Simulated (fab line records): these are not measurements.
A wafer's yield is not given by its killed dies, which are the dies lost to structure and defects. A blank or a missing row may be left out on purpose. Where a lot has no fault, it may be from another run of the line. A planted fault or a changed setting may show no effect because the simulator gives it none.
fab line records | flow nand-harc
[record] lots = 24 wafers = 72 last-day = 26
route steps=1159 shown A_CONTACT@860 A_BLC@979
lots with no fault: from the same line, run without faults
start-h: hours from the record's opening day to when the first of the lot's shown wafers began | wait-h: how many hours have passed since the lot's step before this one | " as in the row above | L1.1+2: one row covering several wafers at once | - either no value or no given start | * or withheld: withheld | < > ~ a bound
route shown NAME@n: a module of which the file shows steps, and the number in the route of the first | usual: the fault-free wafers' mean and standard deviation | same: alike in all rows | chamber/n: place in a boat | sites: readings site by site | _std_site: their standard deviation | _edge_site: the outer-site mean with the inner-site mean subtracted | radius-mm: for every site, how far away it sits from the centre of the wafer | mask NAME#n: copy n | behind: the most recent tool/chamber to have shaped the wafer | hold: why the lot was held/for how many hours/how that ended | device: the transistor (n, p or np) that didn't switch | end of line: tests of these same wafers at the route's end | a step given without rows: its recipe and nothing more | killed: dies that structure and defects cost at the first sort, which is not the same as the wafer's yield | map: dies across one wafer; x = killed, . = not, _ = none there
set.NAME: the setting the step ran with; set.NAME@STEP: the setting that earlier step ran with | model.NAME: the simulator's own value behind a step, which no gauge read
route steps across a sampled set of lots; one table per step, one row per wafer
services: from which hour (start-h, from the record's first day; less than 0 if before it) a tool's chamber was out of use, for how many hours, and why
[[steps]]
[step NHARC_A_CONTACT_ETCH_50]
[recipe] target-depth-a = 847 time-s = 42.4 cf4-flow-sccm = 100 chf3-flow-sccm = 30 ar-flow-sccm = 0 rf-w = 500 bias-w = 200 chemistry = CF4/CHF3
[usual] cf4-flow-sccm = 99.9/0.31 drypump-motor-current-A = 5.6/0.51 oes-product-au = 0.950/0.023 rf-vpp-V = 370.1/2.6 showerhead-plenum-p-Torr = 1.56/0.076 throttle-valve-pct = 16.802/0.009
// columns lot.wafer tool chamber start-h wait-h cf4-flow-sccm drypump-motor-current-A oes-product-au rf-hours-counter-h rf-vpp-V showerhead-plenum-p-Torr throttle-valve-pct
L074.4 rie-diel-13 2 - - 99.5 6.2 0.979 14 365.3 1.46 16.813
L074.3 " 3 " " 100.7 5.6 0.958 14 371.1 1.63 16.804
L074.5 " 2 " " 100.3 6.2 0.981 - 365.3 1.46 16.796
L075.3 rie-diel-13 2 - - 100.3 6.2 0.949 16 364.9 1.46 16.808
L075.1 " 3 " " 99.4 5.6 0.941 17 373.3 1.63 16.819
L075.6 " 2 " " 100.3 6.2 0.940 - 367.5 1.46 16.815
L076.1 rie-diel-08 2 - - 100.1 4.8 0.942 30 373.5 1.64 16.802
L076.2 " 0 " " 99.8 5.7 0.932 30 374.4 1.69 16.804
L076.5 " 1 " " 99.9 5.4 0.937 - 371.6 1.61 16.803
L078.2 rie-diel-11 1 - - 100.1 6.4 0.953 16 367.4 1.53 16.803
L078.6 " 2 " " 100.0 6.0 0.952 - 369.3 1.55 16.813
L078.5 " 3 " " 99.6 4.8 0.936 - 367.6 1.49 16.808
L077.3 rie-diel-13 1 - - 100.1 6.1 0.941 23 370.9 1.59 16.804
L077.1 " 3 " " 100.2 5.6 0.942 23 371.9 1.63 16.798
L077.5 " 0 " " 99.6 5.1 0.939 - 367.6 1.49 16.802
L079.1 rie-diel-11 2 - - 100.2 6.0 0.927 21 369.6 1.55 16.798
L079.2 " 3 " " 99.9 4.8 0.942 22 368.2 1.49 16.807
L079.6 " 1 " " 99.9 6.4 0.923 - 368.1 1.53 16.798
L080.4 rie-diel-13 0 - - 100.0 5.1 0.954 25 366.8 1.49 16.791
L080.1 " 1 " " 100.3 6.0 0.961 24 372.1 1.59 16.803
L080.5 " 1 " " 100.5 6.1 0.964 - 370.6 1.59 16.803
L081.4 rie-diel-13 0 - - 100.2 5.1 0.937 26 367.8 1.49 16.805
L081.2 " 2 " " 99.8 6.2 0.947 25 365.5 1.46 16.809
L081.3 " 3 " " 99.7 5.6 0.925 25 372.1 1.63 16.816
L083.2 rie-diel-08 1 - - 100.4 5.4 0.928 45 370.7 1.61 16.814
L083.4 " 3 " " 100.4 5.1 0.918 42 368.8 1.51 16.802
L083.5 " 2 " " 99.5 4.8 0.928 - 372.7 1.64 16.806
L082.3 rie-diel-13 3 - - 100.2 5.6 0.956 27 373.4 1.63 16.803
L082.2 " 0 " " 99.4 5.1 0.979 26 367.3 1.49 16.802
L082.6 " 3 " " 100.0 5.6 0.957 - 373.1 1.63 16.793
L084.2 rie-diel-13 2 - - 100.0 6.2 0.987 0 373.3 1.70 16.796
L084.4 " 3 " " 99.6 5.6 0.954 0 371.9 1.63 16.817
L084.6 " 0 " " 99.4 5.1 0.971 - 368.4 1.49 16.815
L085.3 rie-diel-13 1 - - 100.2 6.0 0.984 1 370.9 1.59 16.804
L085.4 " 3 " " 100.2 5.6 0.957 1 374.4 1.63 16.794
L085.5 " 0 " " 99.7 5.1 0.971 - 367.5 1.49 16.786
L088.3 rie-diel-08 2 - - 99.5 4.8 0.924 63 372.3 1.64 16.805
L088.1 " 3 " " 99.8 5.1 0.918 56 368.6 1.50 16.814
L088.6 " 2 " " 100.3 4.8 0.921 - 373.5 1.64 16.789
L091.2 rie-diel-13 1 - - 100.0 6.1 0.961 2 370.7 1.59 16.807
L091.3 " 3 " " 99.9 5.6 0.975 3 372.5 1.63 16.792
L091.4 " 0 " " 99.7 5.1 0.976 2 368.7 1.49 16.808
L087.2 rie-diel-13 2 - - 99.9 6.2 0.981 5 374.4 1.70 16.794
L087.3 " 3 " " 100.6 5.6 0.981 5 371.1 1.63 16.800
L087.5 " 1 " " 99.5 6.0 0.961 - 370.6 1.59 16.811
L089.3 rie-diel-11 2 - - 99.6 6.0 0.918 49 369.3 1.54 16.803
L089.2 " 3 " " 99.5 4.8 0.924 50 368.0 1.48 16.779
L089.4 " 0 " " 99.3 5.9 0.927 - 366.8 1.46 16.806
L092.4 rie-diel-08 3 - - 100.0 5.1 0.976 4 368.1 1.50 16.793
L092.2 " 0 " " 100.3 5.7 0.961 3 373.1 1.68 16.807
L092.5 " 2 " " 99.5 4.8 0.977 - 372.1 1.63 16.794
L090.1 rie-diel-11 2 - - 99.8 6.0 0.909 51 369.2 1.54 16.789
L090.2 " 3 " " 100.1 4.8 0.915 53 366.4 1.48 16.827
L090.5 " 3 " " 100.4 4.8 0.927 - 368.9 1.48 16.802
L095.1 rie-diel-11 1 - - 100.2 6.4 0.919 53 368.8 1.52 16.792
L095.4 " 2 " " 100.3 6.0 0.916 52 369.2 1.54 16.804
L095.5 " 3 " " 99.9 4.8 0.922 - 367.2 1.48 16.799
L094.2 rie-diel-08 1 - - 100.3 5.4 0.941 7 371.4 1.60 16.823
L094.1 " 2 " " 99.9 4.8 0.948 8 374.1 1.63 16.804
L094.3 " 3 " " 99.9 5.1 0.957 7 368.5 1.50 16.809
L093.4 rie-diel-11 3 - - 99.7 4.8 0.930 56 367.8 1.48 16.805
L093.3 " 0 " " 100.3 5.9 0.933 56 367.5 1.46 16.813
L093.6 " 2 " " 99.3 6.0 0.922 - 370.0 1.54 16.793
L086.2 rie-diel-13 2 - - 99.8 6.2 0.993 8 374.9 1.70 16.804
L086.1 " 1 " " 100.3 6.0 0.953 8 370.1 1.59 16.802
L086.6 " 3 " " 99.9 5.6 0.965 - 372.9 1.63 16.787
L096.2 rie-diel-13 0 - - 99.9 5.1 0.965 12 366.4 1.49 16.795
L096.4 " 2 " " 99.8 6.2 0.993 12 373.6 1.70 16.795
L096.1 " 3 " " 99.6 5.6 0.956 12 372.0 1.63 16.798
L097.3 rie-diel-13 3 - - 100.4 5.6 0.959 13 372.3 1.63 16.791
L097.2 " 0 " " 100.1 5.1 0.962 13 367.5 1.49 16.795
L097.5 " 2 " " 100.1 6.2 0.990 - 374.2 1.70 16.806
[step NHARC_A_CONTACT_ETCH_115]
[recipe] source-w = withheld pressure-mtorr = 20 bias-v = 3000 time-s = 94 target-depth-a = 9220 ar-flow-sccm = withheld c4f8-flow-sccm = withheld o2-flow-sccm = withheld chemistry = C4F8/O2/Ar
// columns lot.wafer tool chamber start-h wait-h rf-hours-counter-h
L074.4 har-cap-etch-01 1 387.52 0.1 -
L074.3 " 0 " " -
L074.5 " 1 " " -
L075.1 har-cap-etch-02 1 394.64 0.1 9
L075.3 " 1 " " -
L075.6 " 0 " " -
L076.2 har-cap-etch-03 1 395.67 0.1 81
L076.1 " 0 " " 81
L076.5 " 1 " " -
L078.2 har-cap-etch-03 0 412.39 0.1 87
L078.6 " 0 " " -
L078.5 " 1 " " -
L077.1 har-cap-etch-02 0 421.50 0.1 15
L077.3 " 1 " " -
L077.5 " 0 " " -
L079.2 har-cap-etch-03 0 428.19 0.1 88
L079.1 " 1 " " 88
L079.6 " 1 " " -
L080.1 har-cap-etch-01 1 430.58 0.1 60
L080.4 " 0 " " -
L080.5 " 1 " " -
L081.2 har-cap-etch-02 0 434.23 0.1 17
L081.3 " 0 " " -
L081.4 " 1 " " -
L083.2 har-cap-etch-03 0 437.08 0.1 90
L083.4 " 1 " " -
L083.5 " 1 " " -
L082.2 har-cap-etch-02 0 437.52 0.1 18
L082.3 " 0 " " -
L082.6 " 0 " " -
L084.2 har-cap-etch-01 1 468.03 0.1 66
L084.4 " 0 " " -
L084.6 " 1 " " -
L085.3 har-cap-etch-03 0 473.28 0.1 -
L085.4 " 1 " " -
L085.5 " 0 " " -
L088.1 har-cap-etch-02 0 473.78 0.1 22
L088.3 " 1 " " -
L088.6 " 1 " " -
L091.2 har-cap-etch-03 1 478.56 0.1 96
L091.4 " 0 " " -
L091.3 " 1 " " -
L087.2 har-cap-etch-01 0 491.67 0.1 69
L087.3 " 1 " " -
L087.5 " 1 " " -
L089.2 har-cap-etch-01 0 497.40 0.1 71
L089.3 " 0 " " -
L089.4 " 1 " " -
L092.2 har-cap-etch-03 0 502.47 0.1 99
L092.4 " 1 " " -
L092.5 " 0 " " -
L090.1 har-cap-etch-02 1 507.22 0.1 28
L090.2 " 0 " " 28
L090.5 " 0 " " -
L095.1 har-cap-etch-01 1 510.21 0.1 73
L095.4 " 0 " " -
L095.5 " 1 " " -
L094.2 har-cap-etch-02 1 512.49 0.1 29
L094.1 " 0 " " 29
L094.3 " 1 " " -
L093.4 har-cap-etch-01 1 512.62 0.1 -
L093.3 " 0 " " -
L093.6 " 0 " " -
L086.1 har-cap-etch-03 1 515.01 0.1 102
L086.2 " 0 " " 102
L086.6 " 0 " " -
L096.1 har-cap-etch-01 1 524.65 0.1 79
L096.2 " 0 " " 79
L096.4 " 1 " " -
L097.2 har-cap-etch-02 1 526.95 0.1 35
L097.3 " 0 " " -
L097.5 " 1 " " -
[step NHARC_A_CONTACT_ETCH_121]
[recipe] source-w = withheld pressure-mtorr = 20 bias-v = 3000 time-s = 94 target-depth-a = 9220 ar-flow-sccm = withheld c4f8-flow-sccm = withheld o2-flow-sccm = withheld chemistry = C4F8/O2/Ar
// columns lot.wafer tool chamber start-h wait-h rf-hours-counter-h
L074.4 har-cap-etch-01 1 388.24 0.1 -
L074.3 " 0 " " -
L074.5 " 1 " " -
L075.1 har-cap-etch-02 1 395.18 0.1 9
L075.3 " 1 " " -
L075.6 " 0 " " -
L076.2 har-cap-etch-03 1 396.22 0.1 82
L076.1 " 0 " " 82
L076.5 " 1 " " -
L078.2 har-cap-etch-03 0 413.09 0.1 87
L078.6 " 0 " " -
L078.5 " 1 " " -
L077.1 har-cap-etch-02 0 422.05 0.1 15
L077.3 " 1 " " -
L077.5 " 0 " " -
L079.2 har-cap-etch-03 0 428.73 0.1 88
L079.1 " 1 " " 88
L079.6 " 1 " " -
L080.1 har-cap-etch-01 1 431.30 0.1 60
L080.4 " 0 " " -
L080.5 " 1 " " -
L081.2 har-cap-etch-02 0 434.96 0.1 18
L081.3 " 0 " " -
L081.4 " 1 " " -
L083.2 har-cap-etch-03 0 437.62 0.1 90
L083.4 " 1 " " -
L083.5 " 1 " " -
L082.2 har-cap-etch-02 0 438.25 0.1 19
L082.3 " 0 " " -
L082.6 " 0 " " -
L084.2 har-cap-etch-01 1 468.76 0.1 66
L084.4 " 0 " " -
L084.6 " 1 " " -
L085.3 har-cap-etch-03 0 473.83 0.1 -
L085.4 " 1 " " -
L085.5 " 0 " " -
L088.1 har-cap-etch-02 0 474.32 0.1 23
L088.3 " 1 " " -
L088.6 " 1 " " -
L091.2 har-cap-etch-03 1 479.28 0.1 96
L091.4 " 0 " " -
L091.3 " 1 " " -
L087.2 har-cap-etch-01 0 492.21 0.1 70
L087.3 " 1 " " -
L087.5 " 1 " " -
L089.2 har-cap-etch-01 0 497.94 0.1 71
L089.3 " 0 " " -
L089.4 " 1 " " -
L092.2 har-cap-etch-03 0 503.01 0.1 99
L092.4 " 1 " " -
L092.5 " 0 " " -
L090.1 har-cap-etch-02 1 507.95 0.1 29
L090.2 " 0 " " 29
L090.5 " 0 " " -
L095.1 har-cap-etch-01 1 510.76 0.1 74
L095.4 " 0 " " -
L095.5 " 1 " " -
L094.2 har-cap-etch-02 1 513.03 0.1 30
L094.1 " 0 " " 30
L094.3 " 1 " " -
L093.4 har-cap-etch-01 1 513.17 0.1 -
L093.3 " 0 " " -
L093.6 " 0 " " -
L086.1 har-cap-etch-03 1 515.55 0.1 103
L086.2 " 0 " " 103
L086.6 " 0 " " -
L096.1 har-cap-etch-01 1 525.20 0.1 79
L096.2 " 0 " " 79
L096.4 " 1 " " -
L097.2 har-cap-etch-02 1 527.68 0.1 35
L097.3 " 0 " " -
L097.5 " 1 " " -
[step NHARC_A_CONTACT_DESCUM_74]
[recipe] time-s = 3 o2-flow-sccm = 200 ar-flow-sccm = 0 bias-power-w = 0 chemistry = O2
[usual] drypump-motor-current-A = 5.7/0.48 oes-product-au = 1.001/0.011 rf-vpp-V = 57.8/0.98 showerhead-plenum-p-Torr = 1.91/0.1 throttle-valve-pct = 11.311/0.009
[same] bias-power-w = 0
// columns lot.wafer tool chamber start-h wait-h drypump-motor-current-A oes-product-au rf-hours-counter-h rf-vpp-V showerhead-plenum-p-Torr throttle-valve-pct
L074.4 rie-diel-13 3 395.42 0.1 5.6 0.989 17 58.8 1.99 11.312
L074.3 " 0 " " 5.1 0.993 17 56.9 1.81 11.312
L074.5 " 3 " " 5.6 0.997 - 59.3 1.99 11.302
L075.3 rie-diel-13 3 401.14 0.1 5.6 0.993 19 58.4 1.99 11.315
L075.1 " 1 " " 6.0 0.991 19 60.0 1.94 11.331
L075.6 " 0 " " 5.1 0.999 - 56.5 1.81 11.307
L076.1 rie-diel-11 3 402.47 0.1 4.8 0.995 12 56.8 1.80 11.308
L076.2 " 2 " " 6.0 0.992 12 56.1 1.88 11.310
L076.5 " 0 " " 6.0 1.012 - 56.8 1.78 11.312
L078.2 rie-diel-08 1 419.44 0.1 5.4 1.015 35 57.6 1.96 11.329
L078.6 " 0 " " 5.7 1.003 - 57.7 2.06 11.305
L078.5 " 1 " " 5.4 1.003 - 57.6 1.96 11.308
L077.1 rie-diel-13 1 428.09 0.1 6.1 0.994 24 59.3 1.93 11.332
L077.3 " 2 " " 6.2 1.006 24 56.7 1.76 11.329
L077.5 " 1 " " 6.0 0.990 - 56.4 1.93 11.280
L079.1 rie-diel-13 0 433.62 0.1 5.1 0.984 26 56.7 1.81 11.297
L079.2 " 2 " " 6.2 1.015 26 57.2 1.76 11.312
L079.6 " 0 " " 5.1 0.993 - 56.8 1.81 11.317
L080.1 rie-diel-13 2 436.70 0.1 6.2 1.020 27 57.6 1.76 11.310
L080.4 " 0 " " 5.1 0.999 27 57.1 1.81 11.306
L080.5 " 1 " " 6.0 0.998 - 58.5 1.93 11.322
L081.2 rie-diel-13 0 439.88 0.1 5.1 0.985 28 57.5 1.81 11.317
L081.4 " 1 " " 6.0 0.984 28 58.3 1.93 11.311
L081.3 " 3 " " 5.6 0.977 28 59.2 1.99 11.314
L083.2 rie-diel-13 0 444.24 0.1 5.1 0.999 28 57.4 1.81 11.332
L083.4 " 1 " " 6.1 0.997 29 56.2 1.93 11.321
L083.5 " 3 " " 5.6 0.994 - 59.6 1.99 11.332
L082.3 rie-diel-11 1 445.17 0.1 6.4 0.996 30 56.7 1.86 11.317
L082.2 " 2 " " 6.0 0.979 29 59.2 1.87 11.315
L082.6 " 3 " " 4.8 0.996 - 56.1 1.80 11.287
L084.2 rie-diel-13 0 473.54 0.1 5.1 1.018 1 57.1 1.81 11.305
L084.4 " 1 " " 6.0 1.009 2 57.0 1.93 11.306
L084.6 " 3 " " 5.6 1.005 - 58.2 1.99 11.319
L085.3 rie-diel-11 1 480.36 0.1 6.4 0.987 43 57.3 1.85 11.307
L085.4 " 3 " " 4.8 0.999 42 56.5 1.79 11.318
L085.5 " 2 " " 6.0 0.990 - 57.0 1.87 11.319
L088.1 rie-diel-13 1 481.96 0.1 6.1 1.000 3 57.5 1.93 11.307
L088.3 " 3 " " 5.6 1.005 3 58.4 1.98 11.298
L088.6 " 1 " " 6.0 1.002 - 56.4 1.93 11.312
L091.3 rie-diel-08 3 489.21 0.1 5.1 1.005 0 57.1 1.82 11.318
L091.4 " 0 " " 5.7 0.995 0 60.0 2.05 11.324
L091.2 " 1 " " 5.4 0.998 0 60.5 1.95 11.282
L087.2 rie-diel-11 2 497.03 0.1 6.0 0.982 50 57.7 1.87 11.321
L087.3 " 3 " " 4.8 0.998 51 57.8 1.79 11.332
L087.5 " 2 " " 6.0 0.982 - 56.7 1.87 11.321
L089.4 rie-diel-13 1 504.84 0.1 6.0 0.999 6 58.0 1.93 11.322
L089.2 " 3 " " 5.6 1.001 7 57.1 1.98 11.305
L089.3 " 0 " " 5.1 1.005 6 58.5 1.81 11.312
L092.4 rie-diel-13 3 510.12 0.1 5.6 0.996 8 57.5 1.98 11.309
L092.2 " 0 " " 5.1 1.020 7 58.6 1.81 11.304
L092.5 " 3 " " 5.6 0.996 - 57.2 1.98 11.315
L090.1 rie-diel-13 3 514.91 0.1 5.6 0.992 10 57.9 1.98 11.302
L090.2 " 0 " " 5.1 1.010 9 57.9 1.81 11.308
L090.5 " 0 " " 5.1 1.007 - 56.4 1.81 11.311
L095.1 rie-diel-08 1 515.37 0.1 5.4 0.998 8 57.3 1.95 11.306
L095.4 " 0 " " 5.7 0.996 8 58.1 2.05 11.301
L095.5 " 2 " " 4.8 0.999 - 57.7 1.99 11.311
L094.2 rie-diel-11 0 517.86 0.1 5.8 1.000 58 58.2 1.77 11.305
L094.1 " 1 " " 6.4 0.991 57 56.7 1.85 11.309
L094.3 " 2 " " 6.0 0.991 56 55.9 1.87 11.320
L093.4 rie-diel-13 3 518.06 0.1 5.6 0.993 11 57.3 1.98 11.311
L093.3 " 0 " " 5.1 1.006 10 58.2 1.81 11.299
L093.6 " 3 " " 5.6 0.993 - 55.7 1.98 11.310
L086.2 rie-diel-13 1 520.20 0.1 6.0 0.999 10 56.6 1.93 11.320
L086.1 " 3 " " 5.6 1.004 11 57.8 1.98 11.308
L086.6 " 2 " " 6.2 1.022 - 57.8 2.07 11.296
L096.2 rie-diel-13 2 531.73 0.1 6.2 1.014 13 58.2 2.07 11.307
L096.4 " 0 " " 5.1 1.004 13 57.8 1.81 11.305
L096.1 " 1 " " 6.0 1.000 13 58.6 1.93 11.319
L097.3 rie-diel-13 2 533.62 0.1 6.2 1.016 14 58.3 2.07 11.308
L097.2 " 0 " " 5.1 0.997 14 57.1 1.81 11.317
L097.5 " 2 " " 6.2 1.025 - 58.7 2.07 11.302
[step NHARC_A_CONTACT_ETCH_124]
[recipe] source-w = withheld pressure-mtorr = 20 bias-v = withheld time-s = 140 target-depth-a = 7000 ar-flow-sccm = withheld c4f8-flow-sccm = withheld o2-flow-sccm = withheld chemistry = C4F8/O2/Ar
// columns lot.wafer tool chamber start-h wait-h rf-hours-counter-h
L074.3 har-cap-etch-01 1 396.67 - -
L074.4 " 0 " " -
L074.5 " 0 " " -
L075.1 har-cap-etch-03 0 402.49 - 83
L075.3 " 0 " " -
L075.6 " 0 " " -
L076.2 har-cap-etch-02 1 403.65 - 11
L076.1 " 0 " " 11
L076.5 " 0 " " -
L078.2 har-cap-etch-01 0 420.63 - 58
L078.6 " 1 " " -
L078.5 " 0 " " -
L077.1 har-cap-etch-02 0 429.45 - 15
L077.3 " 1 " " -
L077.5 " 0 " " -
L079.2 har-cap-etch-01 0 434.93 - 60
L079.1 " 1 " " 60
L079.6 " 0 " " -
L080.1 har-cap-etch-01 1 437.82 - 62
L080.4 " 1 " " -
L080.5 " 1 " " -
L081.2 har-cap-etch-03 0 441.01 - 91
L081.4 " 0 " " -
L081.3 " 1 " " -
L083.2 har-cap-etch-01 0 445.41 - 63
L083.4 " 1 " " -
L083.5 " 0 " " -
L082.2 har-cap-etch-02 0 446.32 - 20
L082.3 " 1 " " -
L082.6 " 0 " " -
L084.2 har-cap-etch-01 1 474.69 - 66
L084.4 " 0 " " -
L084.6 " 0 " " -
L085.4 har-cap-etch-02 0 481.76 - -
L085.3 " 1 " " -
L085.5 " 0 " " -
L088.1 har-cap-etch-01 0 483.12 - 68
L088.3 " 1 " " -
L088.6 " 1 " " -
L091.2 har-cap-etch-02 1 490.34 - 24
L091.3 " 1 " " -
L091.4 " 0 " " -
L087.2 har-cap-etch-02 0 498.20 - 27
L087.3 " 1 " " -
L087.5 " 0 " " -
L089.2 har-cap-etch-01 0 505.96 - 71
L089.4 " 0 " " -
L089.3 " 1 " " -
L092.2 har-cap-etch-03 0 511.72 - 100
L092.4 " 1 " " -
L092.5 " 0 " " -
L090.1 har-cap-etch-01 1 516.03 - 75
L090.2 " 0 " " 75
L090.5 " 0 " " -
L095.1 har-cap-etch-02 0 516.54 - 31
L095.4 " 0 " " -
L095.5 " 1 " " -
L094.2 har-cap-etch-01 1 518.98 - 77
L094.1 " 0 " " 77
L094.3 " 1 " " -
L093.4 har-cap-etch-02 1 519.32 - -
L093.3 " 0 " " -
L093.6 " 0 " " -
L086.1 har-cap-etch-03 0 521.32 - 104
L086.2 " 1 " " 104
L086.6 " 1 " " -
L096.1 har-cap-etch-02 1 532.85 - 36
L096.2 " 0 " " 36
L096.4 " 0 " " -
L097.2 har-cap-etch-03 0 534.73 - 107
L097.3 " 1 " " -
L097.5 " 0 " " -
[step NHARC_A_BLC_ETCH_17]
[recipe] target-depth-a = 3900 over-etch-frac = 0.25 time-s = 609.38 ion-energy-ev = 200 n2-flow-sccm = 150 h2-flow-sccm = 150 ar-flow-sccm = 0 rf-w = 400 bias-w = 150 chemistry = N2/H2
[usual] drypump-motor-current-A = 5.8/0.38 h2-flow-sccm = 150.0/0.44 oes-product-au = 1.005/0.011 rf-vpp-V = 431/3.2 showerhead-plenum-p-Torr = 2.04/0.11 throttle-valve-pct = 14.171/0.0091
// columns lot.wafer tool chamber start-h wait-h drypump-motor-current-A h2-flow-sccm oes-product-au rf-hours-counter-h rf-vpp-V showerhead-plenum-p-Torr throttle-valve-pct
L074.3 rie-diel-12 0 - - 6.4 149.1 0.990 13 429 1.95 14.175
L074.4 " 3 " " 6.1 149.8 0.994 12 431 2.12 14.165
L074.5 " 1 " " 5.9 150.0 0.989 - 433 2.13 14.166
L075.1 rie-diel-02 2 - - 5.4 150.8 0.996 7 430 2.00 14.162
L075.3 " 3 " " 6.2 149.7 1.008 8 427 1.89 14.157
L075.6 " 3 " " 6.2 149.8 1.009 - 427 1.89 14.162
L076.1 rie-diel-02 1 - - 6.1 150.3 1.003 7 428 1.91 14.177
L076.2 " 2 " " 5.4 150.5 0.992 8 430 2.00 14.165
L076.5 " 2 " " 5.4 149.8 1.010 - 430 2.00 14.178
L078.2 rie-diel-04 1 - - 5.2 150.5 1.014 13 435 2.16 14.156
L078.5 " 0 " " 5.7 149.3 1.014 - 436 2.18 14.184
L078.6 " 1 " " 5.2 150.2 1.009 - 435 2.16 14.188
L077.1 rie-diel-02 3 - - 6.2 150.3 1.002 10 426 1.89 14.174
L077.3 " 1 " " 6.1 150.1 0.996 10 426 1.91 14.170
L077.5 " 3 " " 6.2 150.4 1.006 - 427 1.89 14.185
L079.1 rie-diel-04 1 - - 5.2 149.8 1.011 14 434 2.16 14.167
L079.2 " 2 " " 5.8 149.2 0.984 13 434 2.20 14.184
L079.6 " 3 " " 6.2 150.0 1.016 - 427 2.00 14.170
L080.4 rie-diel-02 0 - - 5.5 149.8 1.002 13 431 2.06 14.171
L080.1 " 1 " " 6.1 150.6 1.002 11 426 1.91 14.171
L080.5 " 1 " " 6.1 150.7 1.004 - 427 1.91 14.161
L081.2 rie-diel-02 3 - - 6.2 149.9 1.011 12 427 1.89 14.178
L081.4 " 1 " " 6.1 150.2 1.006 12 429 1.91 14.170
L081.3 " 2 " " 5.4 150.0 1.003 12 429 2.00 14.173
L083.2 rie-diel-12 3 - - 6.1 150.8 1.015 18 434 2.11 14.170
L083.4 " 2 " " 5.1 149.0 1.026 34 426 1.88 14.192
L083.5 " 0 " " 6.4 149.8 0.993 - 427 1.94 14.173
L082.3 rie-diel-02 1 - - 6.1 149.9 1.012 13 425 1.91 14.170
L082.2 " 0 " " 5.5 150.3 0.995 14 431 2.06 14.169
L082.6 " 2 " " 5.4 149.6 1.003 - 430 2.00 14.170
L084.4 rie-diel-04 2 - - 5.8 150.5 1.011 2 434 2.20 14.171
L084.2 " 0 " " 5.7 149.4 1.034 2 434 2.18 14.173
L084.6 " 3 " " 6.2 149.1 1.025 - 429 2.00 14.187
L085.3 rie-diel-04 2 - - 5.8 150.4 1.003 3 434 2.19 14.169
L085.4 " 0 " " 5.7 149.2 1.025 3 435 2.18 14.171
L085.5 " 1 " " 5.2 150.0 1.003 - 435 2.16 14.172
L088.1 rie-diel-12 1 - - 6.0 150.3 0.999 54 433 2.12 14.167
L088.3 " 0 " " 6.4 149.6 0.993 55 428 1.93 14.166
L088.6 " 1 " " 6.0 150.4 0.995 - 433 2.12 14.190
L091.4 rie-diel-04 0 - - 5.7 150.4 1.005 4 434 2.18 14.186
L091.3 " 2 " " 5.8 150.3 1.006 3 434 2.19 14.178
L091.2 " 3 " " 6.2 149.7 1.004 4 429 2.00 14.168
L087.3 rie-diel-04 0 - - 5.7 150.0 1.016 4 434 2.18 14.159
L087.2 " 3 " " 6.2 150.0 1.012 5 429 2.00 14.170
L087.5 " 0 " " 5.7 151.2 1.024 - 433 2.18 14.188
L089.2 rie-diel-02 2 - - 5.4 149.8 0.983 0 430 2.00 14.183
L089.3 " 3 " " 6.2 149.6 1.001 0 426 1.88 14.179
L089.4 " 0 " " 5.5 150.5 0.999 0 430 2.06 14.185
L092.4 rie-diel-02 2 - - 5.3 150.4 0.991 1 428 2.00 14.189
L092.2 " 1 " " 6.1 150.7 0.999 1 427 1.91 14.163
L092.5 " 2 " " 5.3 149.6 0.984 - 430 2.00 14.164
L090.1 rie-diel-02 0 - - 5.5 149.8 1.002 1 429 2.06 14.174
L090.2 " 1 " " 6.1 150.2 0.999 2 427 1.91 14.168
L090.5 " 3 " " 6.2 150.2 1.010 - 427 1.88 14.173
L095.1 rie-diel-12 2 - - 5.2 150.3 1.029 64 426 1.87 14.163
L095.4 " 1 " " 6.0 149.0 1.008 - 433 2.11 14.149
L095.5 " 2 " " 5.2 150.3 1.019 - 425 1.87 14.179
L094.3 rie-diel-04 0 - - 5.7 149.9 1.015 6 434 2.18 14.169
L094.2 " 1 " " 5.2 150.1 1.008 6 435 2.16 14.169
L094.1 " 3 " " 6.2 150.3 1.018 6 427 2.00 14.176
L093.3 rie-diel-04 0 - - 5.7 149.0 1.012 7 434 2.18 14.160
L093.4 " 1 " " 5.2 149.4 0.997 7 433 2.16 14.161
L093.6 " 1 " " 5.2 150.4 1.019 - 432 2.16 14.175
L086.1 rie-diel-04 1 - - 5.2 149.6 0.995 7 433 2.16 14.171
L086.2 " 2 " " 5.8 149.9 1.003 6 434 2.19 14.166
L086.6 " 2 " " 5.8 149.0 0.999 - 435 2.19 14.168
L096.4 rie-diel-02 2 - - 5.4 149.7 0.990 3 428 1.99 14.174
L096.1 " 3 " " 6.2 150.1 1.012 3 426 1.88 14.165
L096.2 " 0 " " 5.5 149.9 1.006 3 431 2.06 14.166
L097.2 rie-diel-02 1 - - 6.0 150.3 0.996 4 427 1.91 14.176
L097.3 " 3 " " 6.2 150.0 1.013 3 426 1.88 14.165
L097.5 " 0 " " 5.5 150.1 0.994 - 430 2.06 14.172
[[services]]
// columns tool chamber start-h hours kind
har-cap-etch-01 - 367.74 0.2 repair
rie-diel-11 - 368.08 9.0 pm
rie-diel-08 3 368.91 2.4 repair
har-cap-etch-01 - 380.24 0.8 repair
rie-diel-12 - 380.27 9.0 pm
rie-diel-13 0 383.06 - clean
rie-diel-13 1 383.06 - clean
rie-diel-13 2 383.06 - clean
rie-diel-12 3 413.28 24.8 repair
rie-diel-04 2 417.78 2.6 repair
rie-diel-04 2 428.72 7.5 repair
rie-diel-02 3 431.82 3.5 repair
rie-diel-12 3 451.21 7.5 repair
rie-diel-13 - 453.08 9.0 pm
har-cap-etch-01 - 461.43 0.5 repair
rie-diel-04 - 466.07 9.0 pm
har-cap-etch-03 - 467.09 0.3 repair
rie-diel-08 - 480.12 9.0 pm
rie-diel-11 1 492.62 4.0 repair
rie-diel-02 - 505.34 9.0 pm
rie-diel-13 0 526.94 4.7 repair
rie-diel-12 0 528.89 10.7 repair
har-cap-etch-03 - 545.00 17.0 pm
rie-diel-11 - 545.08 9.0 pm
[[key]]
fault none
